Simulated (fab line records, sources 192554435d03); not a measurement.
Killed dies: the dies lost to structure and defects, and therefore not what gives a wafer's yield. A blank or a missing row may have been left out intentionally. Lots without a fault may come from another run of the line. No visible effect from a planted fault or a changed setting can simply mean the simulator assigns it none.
fab line records    flow n5_finfet
[record] lots = 7  wafers = 18  last_day = 18
route steps=1938 shown BEOL_M2@875 BEOL_M4@1111 PASSIVATION@1936
lots that met no fault: from a run of the same line without faults
start_h: hours from the record's opening day to when the first of the lot's shown wafers began    wait_h: hours since the lot's step before    " as in the row above    L1.1+2: a row that stands for several wafers    - no value present, or no start provided    * or withheld: withheld    < > ~ a bound
route shown NAME@n: names a module that has steps shown in the file, with the first one's number in the route    usual: mean/standard deviation taken from wafers without a fault    same: alike in all rows    chamber/n: place in a boat    sites: each site's reading    _std_site: how widely they spread, as a standard deviation    _edge_site: mean of outer sites minus mean of inner sites    radius_mm: for every site, how far away it sits from the centre of the wafer    mask NAME#n: copy n    behind: tool/chamber where the wafer was last shaped    hold: cause of the lot's hold/its duration in hours/its outcome    device: which transistor (n, p or np) failed to switch    end of line: at the end of the route, the tests of the same wafers    where a step has no rows: the recipe by itself    killed: the dies lost at the first sort to structure and to defects; this is not the yield of the wafer    map: dies across one wafer; x = killed, . = not, _ = none there
set.NAME: the setting the step ran with; set.NAME@STEP: the setting that earlier step ran with    model.NAME: the simulator's own value behind a step, which no gauge read
lots at some steps of the route; a table a step, a row a wafer
services: from which hour (start_h, from the record's first day; less than 0 if before it) a tool's chamber was out of use, for how many hours, and why
[[steps]]
[step N5_BEOL_M2_DEVELOP_27]
[recipe] develop_time_s = 30  developer = TMAH  resist = CAR-EUV  rinse_liquid = surfactant_rinse  dry = air_spin  dev_temp_c = 23
[step N5_BEOL_M2_CD_MEAS_28]
[recipe] target_cd_nm = 26.2  landing_energy_ev = 500  detector = se_inlens  target_cd_y_nm = 24.1  polarity = opening
[usual] cd_nm = 26.16/0.28
lot.wafer  tool       chamber  start_h  wait_h  cd_nm
L640.1     cd_sem-01  0        157.33   -       26.32
L640.2     "          0        "        "       26.19
L640.4     "          0        "        "       26.48
L644.2     cd_sem-03  0        192.48   -       26.01
L644.3     "          0        "        "       26.14
L643.2     cd_sem-03  0        195.83   -       25.89
L643.6     "          0        "        "       26.57
L646.1     cd_sem-03  0        203.32   -       25.86
L646.6     "          0        "        "       26.11
L647.1     cd_sem-02  0        203.37   -       26.02
L647.3     "          0        "        "       26.22
L647.4     "          0        "        "       26.30
L659.1     cd_sem-03  0        268.35   -       26.63
L659.3     "          0        "        "       26.23
L659.5     "          0        "        "       26.53
L658.3     cd_sem-01  0        268.57   -       26.29
L658.5     "          0        "        "       26.53
L658.6     "          0        "        "       26.13
[step N5_BEOL_M2_OVL_MEAS_29]
[recipe] points_per_wafer = 522
[usual] V1_OVL = 0.1/0.63
lot.wafer  tool        chamber  start_h  wait_h  V1_OVL[nm]
L640.1     overlay-01  0        157.36   0.0     1.1
L640.2     "           0        "        "       0.7
L640.4     "           0        "        "       0.5
L644.2     overlay-01  0        192.52   0.0     0.5
L644.3     "           0        "        "       0.4
L643.2     overlay-02  0        195.86   0.0     -0.1
L643.6     "           0        "        "       -0.8
L646.1     overlay-02  0        203.35   0.0     -0.7
L646.6     "           0        "        "       -0.6
L647.1     overlay-01  0        203.40   0.0     0.2
L647.3     "           0        "        "       0.5
L647.4     "           0        "        "       0.1
L659.1     overlay-01  0        268.38   0.0     -0.2
L659.3     "           0        "        "       0.0
L659.5     "           0        "        "       0.5
L658.3     overlay-01  0        268.61   0.0     1.0
L658.5     "           0        "        "       0.6
L658.6     "           0        "        "       0.3
[step N5_BEOL_M2_INSPECT_30]
[recipe] mode = adi  inspect_instrument = brightfield
[usual] raw_defect_count = 413/120
lot.wafer  tool               chamber  start_h  wait_h  raw_defect_count
L640.1     defect_inspect-01  -        157.42   0.1     382
L640.2     "                  -        "        "       471
L640.4     "                  -        "        "       411
L644.2     defect_inspect-02  -        192.58   0.1     278
L644.3     "                  -        "        "       260
L643.2     defect_inspect-02  -        195.92   0.1     392
L643.6     "                  -        "        "       369
L646.1     defect_inspect-02  -        203.40   0.1     514
L646.6     "                  -        "        "       394
L647.1     defect_inspect-02  -        203.46   0.1     324
L647.3     "                  -        "        "       268
L647.4     "                  -        "        "       432
L659.1     defect_inspect-01  -        268.44   0.1     509
L659.3     "                  -        "        "       440
L659.5     "                  -        "        "       308
L658.3     defect_inspect-01  -        268.66   0.0     357
L658.5     "                  -        "        "       361
L658.6     "                  -        "        "       332
[step N5_BEOL_M2_DESCUM_33]
[recipe] chemistry = O2  time_s = 7  source_power_w = 50  bias_power_w = 20  pressure_mtorr = 20  rf_frequency_hz = 2.712e+07  temp_c = 40  resist = CAR-EUV  o2_flow_sccm = 225
[usual] drypump_motor_current_A = 5.6/0.46  oes_product_au = 0.80/0.096  rf_vpp_V = 242.9/1.6  showerhead_plenum_p_Torr = 2.09/0.079  throttle_valve_pct = 20.42/0.19
lot.wafer  tool         chamber  start_h  wait_h  drypump_motor_current_A  oes_product_au  rf_hours_counter_h  rf_vpp_V  showerhead_plenum_p_Torr  throttle_valve_pct
L640.1     rie_diel-04  1        157.49   0.1     6.2                      0.72            175                 241.9     2.09                      20.54
L640.2     "            2        "        "       5.7                      0.81            98                  243.3     2.03                      20.40
L640.4     "            0        "        "       5.5                      0.68            244                 243.1     2.15                      20.44
L644.2     rie_diel-01  0        192.61   0.0     5.7                      0.82            92                  240.6     2.03                      20.21
L644.3     "            2        "        "       5.0                      0.99            4                   245.5     2.25                      20.47
L643.2     rie_diel-01  1        195.96   0.0     5.1                      0.70            225                 241.4     1.97                      20.57
L643.6     "            3        "        "       5.9                      0.75            -                   243.1     2.10                      20.62
L646.1     rie_diel-04  1        203.44   0.0     6.2                      0.71            194                 240.8     2.08                      20.56
L646.6     "            2        "        "       5.7                      0.79            -                   242.1     2.02                      20.43
L647.1     rie_diel-01  0        203.50   0.0     5.7                      0.82            96                  241.7     2.03                      20.24
L647.3     "            2        "        "       5.0                      0.97            7                   245.5     2.25                      20.48
L647.4     "            1        "        "       5.1                      0.70            228                 241.8     1.97                      20.57
L659.1     rie_diel-04  2        268.47   0.0     5.7                      0.77            143                 241.3     2.02                      20.47
L659.3     "            3        "        "       5.4                      0.91            29                  244.1     2.13                      20.17
L659.5     "            3        "        "       5.4                      0.92            -                   244.1     2.13                      20.18
L658.3     rie_diel-04  1        268.72   0.1     6.2                      0.69            215                 243.5     2.07                      20.61
L658.5     "            0        "        "       5.5                      0.93            -                   243.5     2.14                      20.08
L658.6     "            1        "        "       6.2                      0.69            -                   241.7     2.07                      20.59
[step N5_BEOL_M2_ETCH_77]
[recipe] chemistry = N2/H2  target = underlayer  target_depth_a = 65  mask_material = CAR-EUV  time_s = 5.2  ion_energy_ev = 200  pressure_mtorr = 30  source_w = 840  bias_w = 150  n2_flow_sccm = 200  h2_flow_sccm = 200  ends = cleared
[usual] drypump_motor_current_A = 5.6/0.46  etch_rf_on_time_s = 5.18/0.11  n2_flow_sccm = 200.1/0.58  oes_product_au = 0.68/0.082  rf_vpp_V = 523.6/2.7  showerhead_plenum_p_Torr = 2.54/0.088  throttle_valve_pct = 17.84/0.22
lot.wafer  tool         chamber  start_h  wait_h  drypump_motor_current_A  etch_rf_on_time_s  n2_flow_sccm  oes_product_au  rf_hours_counter_h  rf_vpp_V  showerhead_plenum_p_Torr  throttle_valve_pct
L640.1     rie_diel-04  1        157.52   0.0     6.2                      5.42               199.7         0.61            175                 525.0     2.55                      18.06
L640.2     "            2        "        "       5.7                      5.14               200.6         0.69            98                  523.4     2.46                      17.85
L640.4     "            0        "        "       5.5                      5.20               199.3         0.58            244                 524.0     2.61                      17.86
L644.2     rie_diel-01  0        192.65   0.0     5.7                      5.32               200.4         0.68            92                  521.4     2.46                      17.64
L644.3     "            2        "        "       5.0                      5.30               200.4         0.83            4                   530.3     2.70                      17.68
L643.2     rie_diel-01  1        195.99   0.0     5.1                      5.22               200.4         0.60            225                 520.1     2.43                      18.14
L643.6     "            3        "        "       5.9                      5.32               199.7         0.65            -                   523.9     2.54                      18.06
L646.1     rie_diel-04  1        203.47   0.0     6.2                      5.28               199.8         0.60            194                 524.6     2.55                      18.12
L646.6     "            2        "        "       5.7                      5.08               199.3         0.70            -                   523.2     2.45                      17.91
L647.1     rie_diel-01  0        203.53   0.0     5.7                      5.14               199.7         0.69            96                  522.7     2.46                      17.63
L647.3     "            2        "        "       5.0                      5.14               200.9         0.83            7                   529.9     2.70                      17.70
L647.4     "            1        "        "       5.1                      5.11               200.3         0.61            228                 521.2     2.43                      18.19
L659.1     rie_diel-04  2        268.51   0.0     5.7                      5.12               200.3         0.66            143                 522.6     2.44                      17.95
L659.3     "            3        "        "       5.4                      5.06               200.0         0.78            29                  524.6     2.58                      17.49
L659.5     "            3        "        "       5.4                      5.05               200.4         0.80            -                   524.4     2.58                      17.53
L658.3     rie_diel-04  1        268.75   0.0     6.2                      5.31               199.2         0.59            215                 523.3     2.54                      18.12
L658.5     "            0        "        "       5.5                      5.03               200.9         0.80            -                   523.7     2.60                      17.47
L658.6     "            1        "        "       6.2                      5.30               199.1         0.59            -                   522.3     2.54                      18.13
[step N5_BEOL_M2_ETCH_69]
[recipe] chemistry = CF4  target = SiARC  target_depth_a = 156  mask_material = CAR-EUV  time_s = 26  ion_energy_ev = 80  pressure_mtorr = 40  source_w = 545  bias_w = 36  Ar_flow_sccm = 100  cf4_flow_sccm = 100  ends = cleared
[usual] drypump_motor_current_A = 5.6/0.46  etch_rf_on_time_s = 25.9/0.6  oes_product_au = 0.68/0.083  rf_vpp_V = 183.9/1.3  showerhead_plenum_p_Torr = 2.14/0.075  throttle_valve_pct = 15.60/0.18
lot.wafer  tool         chamber  start_h  wait_h  drypump_motor_current_A  etch_rf_on_time_s  oes_product_au  rf_hours_counter_h  rf_vpp_V  showerhead_plenum_p_Torr  throttle_valve_pct
L640.1     rie_diel-04  1        157.54   0.0     6.2                      26.5               0.62            175                 184.2     2.13                      15.68
L640.2     "            2        "        "       5.7                      26.6               0.69            98                  183.6     2.08                      15.52
L640.4     "            0        "        "       5.5                      25.6               0.59            244                 183.7     2.21                      15.71
L644.2     rie_diel-01  0        192.66   0.0     5.7                      26.2               0.68            92                  181.8     2.08                      15.39
L644.3     "            2        "        "       5.0                      26.1               0.85            4                   185.1     2.27                      15.46
L643.2     rie_diel-01  1        196.01   0.0     5.1                      26.1               0.60            225                 182.7     2.03                      15.83
L643.6     "            3        "        "       5.9                      27.2               0.64            -                   183.8     2.14                      15.73
L646.1     rie_diel-04  1        203.49   0.0     6.2                      25.9               0.61            195                 183.0     2.12                      15.74
L646.6     "            2        "        "       5.7                      25.3               0.69            -                   183.2     2.07                      15.55
L647.1     rie_diel-01  0        203.55   0.0     5.7                      25.8               0.70            96                  183.5     2.08                      15.40
L647.3     "            2        "        "       5.0                      25.7               0.83            7                   184.5     2.27                      15.48
L647.4     "            1        "        "       5.1                      25.6               0.61            228                 183.8     2.03                      15.84
L659.1     rie_diel-04  2        268.53   0.0     5.7                      26.0               0.66            143                 184.0     2.06                      15.61
L659.3     "            3        "        "       5.4                      25.2               0.79            29                  186.3     2.18                      15.35
L659.5     "            3        "        "       5.4                      24.9               0.80            -                   185.2     2.18                      15.35
L658.3     rie_diel-04  1        268.77   0.0     6.2                      26.2               0.60            215                 185.7     2.12                      15.76
L658.5     "            0        "        "       5.4                      24.5               0.81            -                   185.1     2.19                      15.27
L658.6     "            1        "        "       6.2                      26.4               0.59            -                   184.5     2.12                      15.78
[step N5_BEOL_M2_ALD_98]
[recipe] material = SiO2  target_thk_a = 25  temp_c = 100  ald_precursor_family = BDEAS  ald_co_reactant = O2-plasma  pulse_time_s = 1  co_reactant_pulse_time_s = 1  purge_time_s = 2  co_reactant_purge_time_s = 2  ald_cycles = 17  pressure_torr = 2
[usual] chamber_pressure_Torr = 2.000/0.0044  heater_power_w = 78/9.9  precursor_pulse_height_rel = 1.002/0.019
[same] purge_time_s = 2
lot.wafer  tool        chamber  start_h  wait_h  chamber_pressure_Torr  heater_power_w  precursor_pulse_height_rel
L640.1     ald_sin-02  3        158.48   0.9     1.993                  80              0.982
L640.2     "           2        "        "       2.001                  68              1.015
L640.4     "           0        "        "       1.997                  83              1.013
L644.2     ald_sin-01  3        192.75   0.1     2.000                  71              0.998
L644.3     "           1        "        "       2.003                  101             1.034
L643.2     ald_sin-01  1        197.08   1.0     2.003                  98              1.008
L643.6     "           2        "        "       1.999                  72              1.000
L646.1     ald_sin-02  0        203.57   0.1     1.996                  81              1.013
L646.6     "           1        "        "       1.992                  93              1.029
L647.1     ald_sin-01  1        203.63   0.1     2.004                  97              1.022
L647.3     "           2        "        "       1.996                  72              1.019
L647.4     "           0        "        "       2.004                  66              1.001
L659.1     ald_sin-01  1        268.90   0.3     2.000                  98              1.002
L659.3     "           3        "        "       1.992                  72              1.012
L659.5     "           3        "        "       2.004                  73              1.001
L658.3     ald_sin-01  0        269.00   0.2     1.999                  67              0.994
L658.5     "           0        "        "       2.001                  68              1.027
L658.6     "           3        "        "       1.997                  70              0.987
[step N5_BEOL_M2_ETCHBACK_99]
[recipe] chemistry = CHF3  target = SiO2  target_depth_a = 50  time_s = 10.4  source_w = 215  bias_w = 47  Ar_flow_sccm = 200  CHF3_flow_sccm = 12  ion_energy_ev = 100  pressure_mtorr = 30
[step N5_BEOL_M2_ETCH_70]
[recipe] chemistry = N2/H2  target = SOC  target_depth_a = 800  overetch_a = 240  mask_material = SiARC  temp_c = 40  time_s = 130  ion_energy_ev = 200  pressure_mtorr = 30  source_w = 840  bias_w = 150  n2_flow_sccm = 200  h2_flow_sccm = 200
[usual] drypump_motor_current_A = 5.5/0.46  n2_flow_sccm = 200.1/0.59  oes_product_au = 0.58/0.063  rf_vpp_V = 523.3/2.7  run_length_s = 153.2/0.51  showerhead_plenum_p_Torr = 2.52/0.09  throttle_valve_pct = 17.83/0.22
lot.wafer  tool         chamber  start_h  wait_h  drypump_motor_current_A  n2_flow_sccm  oes_product_au  rf_hours_counter_h  rf_vpp_V  run_length_s  showerhead_plenum_p_Torr  throttle_valve_pct
L640.1     rie_diel-01  3        160.62   0.0     5.9                      199.7         0.58            120                 523.4     152.9         2.55                      17.99
L640.2     "            1        "        "       5.1                      199.6         0.53            212                 519.6     152.7         2.43                      18.12
L640.4     "            0        "        "       5.8                      199.9         0.60            -                   522.7     153.4         2.47                      17.54
L644.2     rie_diel-01  3        194.39   0.0     5.9                      200.5         0.56            133                 524.9     152.6         2.55                      18.00
L644.3     "            1        "        "       5.1                      199.2         0.52            224                 519.6     152.7         2.43                      18.12
L643.2     rie_diel-01  0        197.56   0.0     5.7                      200.0         0.60            94                  521.5     153.4         2.46                      17.59
L643.6     "            2        "        "       5.0                      200.5         0.71            -                   528.1     153.1         2.70                      17.62
L646.1     rie_diel-01  2        208.44   0.0     5.0                      200.4         0.70            9                   529.3     153.0         2.70                      17.64
L646.6     "            1        "        "       5.1                      201.1         0.52            -                   520.4     152.9         2.43                      18.12
L647.1     rie_diel-04  2        213.44   0.0     5.7                      200.6         0.59            121                 520.9     153.1         2.45                      17.86
L647.3     "            1        "        "       6.2                      200.0         0.53            198                 524.5     154.0         2.54                      18.07
L647.4     "            1        "        "       6.2                      199.8         0.53            -                   522.6     153.3         2.54                      18.07
L659.1     rie_diel-04  3        271.67   0.0     5.4                      199.3         0.67            30                  525.3     153.5         2.58                      17.46
L659.3     "            0        "        "       5.5                      200.4         0.69            19                  525.1     153.8         2.60                      17.40
L659.5     "            2        "        "       5.7                      199.5         0.57            -                   520.9     153.2         2.44                      17.89
L658.3     rie_diel-01  0        274.09   0.0     5.7                      200.1         0.57            125                 522.7     153.4         2.45                      17.62
L658.5     "            3        "        "       5.9                      200.5         0.54            -                   523.8     152.4         2.53                      18.06
L658.6     "            2        "        "       5.0                      200.7         0.66            -                   528.8     153.9         2.69                      17.69
[step N5_BEOL_M2_STRIP_71]
[recipe] chemistry = N2/H2  temp_c = 40  n2_flow_sccm = 200  h2_flow_sccm = 200  rf_frequency_hz = 6e+07
[step N5_BEOL_M2_STRIP_78]
[recipe] chemistry = N2/H2  temp_c = 40  n2_flow_sccm = 200  h2_flow_sccm = 200  rf_frequency_hz = 6e+07
[step N5_BEOL_M2_VIA_ETCH_34]
[recipe] chemistry = C4F6/O2  target_depth_a = 694  mask_material = SOC  pressure_mtorr = 15  ion_energy_ev = 250  taper_deg = 4  time_s = 65.9  source_w = 350  bias_w = 170  Ar_flow_sccm = 300  C4F6_flow_sccm = 10  O2_flow_sccm = 10
[usual] drypump_motor_current_A = 5.5/0.46  oes_product_au = 0.78/0.089  rf_vpp_V = 666/12  run_length_s = 89.1/0.47  showerhead_plenum_p_Torr = 2.82/0.1  throttle_valve_pct = 30.71/0.22
lot.wafer  tool         chamber  start_h  wait_h  drypump_motor_current_A  oes_product_au  rf_hours_counter_h  rf_vpp_V  run_length_s  showerhead_plenum_p_Torr  throttle_valve_pct  model.etch.depth_nm  model.SOC_of_BEOL_M2_COAT_67.thk_nm
L640.1     rie_diel-01  3        160.73   0.0     5.9                      0.78            120                 680       89.0          2.84                      30.79               68.61                52
L640.2     "            1        "        "       5.1                      0.72            212                 657       88.8          2.72                      30.94               70.23                52
L640.4     "            0        "        "       5.7                      0.82            -                   658       89.4          2.76                      30.37               69.19                51.8
L644.2     rie_diel-01  3        194.50   0.0     5.9                      0.76            133                 680       92.0          2.84                      30.79               70.61                51.6
L644.3     "            1        "        "       5.1                      0.70            225                 657       88.6          2.71                      30.94               69.16                51.8
L643.2     rie_diel-01  0        197.66   0.0     5.7                      0.80            94                  660       92.2          2.75                      30.38               72.03                51.6
L643.6     "            2        "        "       5.0                      0.98            -                   662       89.2          3.00                      30.51               69.76                51.8
L646.1     rie_diel-01  2        208.55   0.0     5.0                      0.94            9                   661       92.0          3.00                      30.50               72.1                 51.6
L646.6     "            1        "        "       5.1                      0.70            -                   656       88.5          2.71                      30.94               68.77                52
L647.1     rie_diel-04  2        213.55   0.0     5.7                      0.79            121                 684       89.1          2.75                      30.77               69.37                52
L647.3     "            1        "        "       6.2                      0.70            198                 667       89.4          2.82                      30.91               67.67                52.2
L647.4     "            1        "        "       6.2                      0.70            -                   668       89.3          2.82                      30.89               67.22                52.2
L659.1     rie_diel-04  3        271.77   0.0     5.4                      0.93            30                  670       90.0          2.90                      30.59               71.9                 51.8
L659.3     "            0        "        "       5.4                      0.94            19                  646       89.3          2.91                      30.54               71.96                51.8
L659.5     "            2        "        "       5.7                      0.78            -                   683       89.6          2.74                      30.83               70.37                51.8
L658.3     rie_diel-01  0        274.19   0.0     5.7                      0.78            125                 659       89.0          2.74                      30.38               68.94                51.6
L658.5     "            3        "        "       5.9                      0.74            -                   680       88.6          2.82                      30.84               67.47                51.8
L658.6     "            2        "        "       5.0                      0.90            -                   660       89.0          2.99                      30.55               69.87                51.6
[step N5_BEOL_M2_STRIP_83]
[recipe] chemistry = C4F6/O2  resist = SiARC  rf_frequency_hz = 6e+07
[step N5_BEOL_M4_RC_MEAS_101]
[usual] DIBL_N = 36.4/1.6  DIBL_P = 35.9/2  IOFF_N = 0.152/0.03  IOFF_P = 0.20/0.032  ION_N = 670/12  ION_P = 459/7.3  SS_N = 71.6/0.55  SS_P = 73.2/0.69  VT_N = 251/3.5  VT_P = -252/3.2
lot.wafer  tool       chamber  start_h  wait_h  DIBL_N[mV/V]  DIBL_P[mV/V]  IOFF_N[nA/um]  IOFF_P[nA/um]  ION_N[uA/um]  ION_P[uA/um]  SS_N[mV/dec]  SS_P[mV/dec]  VT_N[mV]  VT_P[mV]
L640.1     prober-01  0        197.22   0.0     36.4          36.4          0.154          0.19           663           452           71.6          73.3          251       -251
L640.2     "          0        "        "       36.9          37.5          0.164          0.20           675           461           72.2          73.2          249       -252
L640.4     "          0        "        "       36.3          35.9          0.144          0.18           674           456           71.9          72.7          254       -253
L643.2     prober-01  0        224.52   0.2     35.8          35.6          0.134          0.16           665           454           71.5          72.9          253       -256
L643.6     "          0        "        "       34.7          34.2          0.119          0.14           670           457           70.8          72.2          255       -256
L644.2     prober-02  0        224.73   0.2     38.4          36.1          0.180          0.22           686           463           71.7          73.2          250       -253
L644.3     "          0        "        "       35.3          32.6          0.123          0.17           661           459           70.9          72.8          254       -255
L646.1     prober-01  0        231.89   0.0     36.5          35.9          0.167          0.20           684           463           71.2          73.1          247       -250
L646.6     "          0        "        "       38.5          37.9          0.189          0.23           682           467           72.3          73.2          249       -250
L647.1     prober-02  0        240.08   0.0     38.2          38.4          0.182          0.25           685           471           71.2          74.6          246       -246
L647.3     "          0        "        "       39.3          39.1          0.197          0.26           684           467           71.5          74.2          245       -245
L647.4     "          0        "        "       35.4          33.5          0.122          0.17           655           453           71.2          73.1          255       -252
L659.1     prober-01  0        306.70   0.0     35.0          33.3          0.119          0.14           655           450           71.1          72.2          257       -258
L659.3     "          0        "        "       37.4          35.5          0.156          0.16           660           445           72.7          73.2          252       -255
L659.5     "          0        "        "       35.5          33.6          0.127          0.14           657           446           71.2          72.7          254       -260
L658.3     prober-02  0        311.52   0.3     32.7          32.0          0.103          0.15           653           450           71.2          72.4          256       -254
L658.5     "          0        "        "       35.6          36.6          0.139          0.21           667           466           71.7          73.5          252       -249
L658.6     "          0        "        "       33.4          33.1          0.110          0.17           650           451           71.8          72.8          261       -255
[step N5_PASSIVATION_PROBE_49]
[usual] defect_limited_yield = 91.7/1.2  killed_at_M0_to_M3 = 33/9.5  killed_at_M4_up = 13/4.9  killed_at_contacts = 13/6.6  killed_at_front_end = 36/11  killed_at_other = 3.0/2.6  killed_dies = 97/14  killed_open = 65/11  killed_short = 31/6.6  sort_bin_5_function = 4.8/0.82  sort_bin_6_memory = 3.1/0.58  sort_n_pass = 1083/14  sort_yield_pct = 91.7/1.2
[same] gross_dies = 1180  killed_at_back_side = 0  sort_bin_4_leakage[%] = 0  sort_bin_8_speed[%] = 0
lot.wafer  tool       chamber  start_h  wait_h  defect_limited_yield[%]  killed_at_M0_to_M3  killed_at_M4_up  killed_at_contacts  killed_at_front_end  killed_at_other  killed_dies  killed_open  killed_short  sort_bin_5_function[%]  sort_bin_6_memory[%]  sort_n_pass  sort_yield_pct[%]
L640.1     prober-02  -        294.03   0.0     91.1                     32                  18               6                   45                   4                105          66           38            5.3                     3.1                   1075         91.1
L640.2     prober-02  -        294.08   0.1     90.8                     34                  11               15                  38                   11               109          70           39            5.1                     3.9                   1071         90.8
L640.4     prober-02  -        294.18   0.2     92.2                     23                  18               10                  37                   4                92           69           23            4.5                     3.0                   1088         92.2
L643.2     prober-01  -        329.21   0.1     92.5                     38                  11               5                   34                   0                88           60           28            4.9                     2.5                   1092         92.5
L643.6     prober-01  -        329.41   0.3     89.7                     51                  8                24                  32                   7                122          87           34            5.9                     4.2                   1058         89.7
L646.6     prober-01  -        346.40   0.3     92.0                     33                  11               13                  34                   3                94           68           23            5.2                     2.6                   1086         92.0
L647.1     prober-01  -        351.76   0.0     90.4                     53                  10               10                  38                   2                113          68           45            5.2                     4.1                   1067         90.4
L647.3     prober-01  -        351.86   0.1     92.9                     23                  12               8                   39                   2                84           49           33            3.6                     3.0                   1096         92.9
L647.4     prober-01  -        351.91   0.2     93.3                     24                  11               13                  28                   3                79           51           26            5.0                     1.5                   1101         93.3
L658.3     prober-02  -        424.10   0.1     93.1                     29                  11               13                  27                   1                81           54           27            4.2                     2.4                   1099         93.1
L658.5     prober-02  -        424.20   0.2     91.4                     35                  14               9                   43                   1                102          74           28            5.5                     2.8                   1078         91.4
L658.6     prober-02  -        424.25   0.3     92.5                     18                  16               21                  30                   3                88           65           23            4.2                     3.0                   1092         92.5
// killed by level:class
L640.1 DUMMY_GATE:geometric_particle:open=11 BEOL_M4:geometric_particle:open=9 FIN_SAQP:geometric_particle:short=8 STI_FIN_REVEAL:geometric_particle:open=8 BEOL_M0_SAQP:geometric_particle:short=7 BEOL_M0_SAQP:geometric_particle:open=7 FIN_SAQP:geometric_particle:open=6 BEOL_M2:geometric_particle:open=6
L640.2 BEOL_M0_SAQP:geometric_particle:open=10 MOL_CONTACT_COAG:geometric_particle:open=10 BEOL_M0_SAQP:geometric_particle:short=7 FIN_SAQP:geometric_particle:short=6 STI_FIN_REVEAL:geometric_particle:open=6 DUMMY_GATE:geometric_particle:open=6 FIN_SAQP:geometric_particle:open=5 MOL_CONTACT_COAG:geometric_particle:short=5
L640.4 FIN_SAQP:geometric_particle:open=8 MOL_CONTACT_COAG:geometric_particle:open=8 BEOL_M2:geometric_particle:open=7 BEOL_M4:geometric_particle:open=7 DUMMY_GATE:geometric_particle:open=6 STI_FIN_REVEAL:geometric_particle:open=5 BEOL_M0_SAQP:geometric_particle:open=5 BEOL_M0_SAQP:geometric_particle:short=4
L643.2 BEOL_M0_SAQP:geometric_particle:open=9 BEOL_M0_SAQP:geometric_particle:short=8 BEOL_M1:geometric_particle:open=7 FIN_SAQP:geometric_particle:short=6 FIN_SAQP:geometric_particle:open=5 GATE_CUT:geometric_particle:open=5 BEOL_M3:geometric_particle:open=5 BEOL_M4:geometric_particle:open=5
L643.6 MOL_CONTACT_COAG:geometric_particle:open=19 FIN_SAQP:geometric_particle:open=14 BEOL_M0_SAQP:geometric_particle:open=11 BEOL_M2:geometric_particle:open=10 BEOL_M3:geometric_particle:open=10 BEOL_M1:geometric_particle:open=9 MOL_CONTACT_COAG:geometric_particle:short=5 BEOL_M0_SAQP:geometric_particle:short=5
L646.6 MOL_CONTACT_COAG:geometric_particle:open=13 FIN_SAQP:geometric_particle:open=9 BEOL_M4:geometric_particle:open=6 BEOL_M1:geometric_particle:open=6 BEOL_M3:geometric_particle:open=6 FIN_SAQP:geometric_particle:short=5 STI_FIN_REVEAL:geometric_particle:open=5 DUMMY_GATE:geometric_particle:open=4
L647.1 BEOL_M0_SAQP:geometric_particle:open=11 BEOL_M0_SAQP:geometric_particle:short=11 FIN_SAQP:geometric_particle:open=10 FIN_SAQP:geometric_particle:short=8 BEOL_M3:geometric_particle:open=8 BEOL_M1:geometric_particle:open=7 MOL_CONTACT_COAG:geometric_particle:open=6 BEOL_M2:geometric_particle:open=5
L647.3 FIN_SAQP:geometric_particle:open=13 FIN_SAQP:geometric_particle:short=10 MOL_CONTACT_COAG:geometric_particle:open=6 BEOL_M2:geometric_particle:open=5 BEOL_M0_SAQP:geometric_particle:open=4 BEOL_M0_SAQP:geometric_particle:short=4 BEOL_M4:geometric_particle:open=4 DUMMY_GATE:geometric_particle:open=3
L647.4 MOL_CONTACT_COAG:geometric_particle:open=9 BEOL_M1:geometric_particle:open=6 GATE_CUT:geometric_particle:short=5 BEOL_M0_SAQP:geometric_particle:open=5 FIN_SAQP:geometric_particle:open=4 FIN_SAQP:geometric_particle:short=4 STI_FIN_REVEAL:geometric_particle:open=4 MOL_CONTACT_COAG:geometric_particle:short=4
L658.3 BEOL_M0_SAQP:geometric_particle:open=13 MOL_CONTACT_COAG:geometric_particle:open=10 BEOL_M0_SAQP:geometric_particle:short=8 STI_FIN_REVEAL:geometric_particle:open=7 FIN_SAQP:geometric_particle:short=5 BEOL_M5:geometric_particle:open=4 DUMMY_GATE:geometric_particle:open=4 GATE_CUT:geometric_particle:short=4
L658.5 BEOL_M3:geometric_particle:open=11 FIN_SAQP:geometric_particle:short=8 FIN_SAQP:geometric_particle:open=8 STI_FIN_REVEAL:geometric_particle:open=8 ILD0:geometric_particle:open=7 MOL_CONTACT_COAG:geometric_particle:open=6 DUMMY_GATE:geometric_particle:open=5 BEOL_M1:geometric_particle:open=5
L658.6 MOL_CONTACT_COAG:geometric_particle:open=17 STI_FIN_REVEAL:geometric_particle:open=7 BEOL_M0:geometric_particle:open=6 BEOL_M4:geometric_particle:open=6 DUMMY_GATE:geometric_particle:open=5 MOL_CONTACT_COAG:geometric_particle:short=4 BEOL_M0_SAQP:geometric_particle:short=4 BEOL_M4:geometric_particle:short=3
[[services]]
tool         chamber  start_h  hours  kind
ald_sin-01   2        148.94   5.1    repair
rie_diel-01  2        158.25   -      clean
rie_diel-01  2        158.25   -      consumable_replace:focus_ring
rie_diel-01  2        158.25   -      consumable_replace:showerhead
rie_diel-01  2        158.25   18.8   scheduled_down
rie_diel-01  2        158.25   18.8   vent_cycle
rie_diel-04  3        166.36   -      clean
rie_diel-04  3        166.36   -      consumable_replace:esc
rie_diel-04  3        166.36   -      consumable_replace:focus_ring
rie_diel-04  3        166.36   32.4   scheduled_down
rie_diel-04  3        166.36   32.4   vent_cycle
rie_diel-01  2        182.58   1.8    repair
ald_sin-02   3        191.89   8.4    repair
rie_diel-04  0        199.48   -      clean
rie_diel-04  0        199.48   -      consumable_replace:focus_ring
rie_diel-04  0        199.48   23.8   scheduled_down
rie_diel-04  0        199.48   23.8   vent_cycle
ald_sin-01   -        239.35   1.1    repair
ald_sin-02   -        239.79   6.0    pm
rie_diel-04  1        244.41   8.5    repair
ald_sin-02   -        254.48   0.6    repair
rie_diel-01  1        257.18   -      clean
rie_diel-01  1        257.18   -      consumable_replace:focus_ring
ald_sin-02   -        262.73   0.8    pm
[[key]]
[first_sign] step = N5_BEOL_M2_VIA_ETCH_34  reading = run_length_s  direction = up  sigmas = 6.3  usual = *  struck = *
effect none on later readings
[model_effect] step = N5_BEOL_M2_VIA_ETCH_34  value = etch.depth_nm  without = 68.36  struck = 71.58
met_at N5_BEOL_M2_VIA_ETCH_34
struck_wafers L643.2,L644.2,L646.1
onset_between 160.73 194.50
[fault] kind = process_parameter_drift  tool = rie_diel-01  chamber = -  onset_h = 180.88  steps = N5_BEOL_M2_VIA_ETCH_34  channel = time_s  offset = *  shape = step  end_h = 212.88  scope = struck_wafers_only  acts_in = *  stated = *
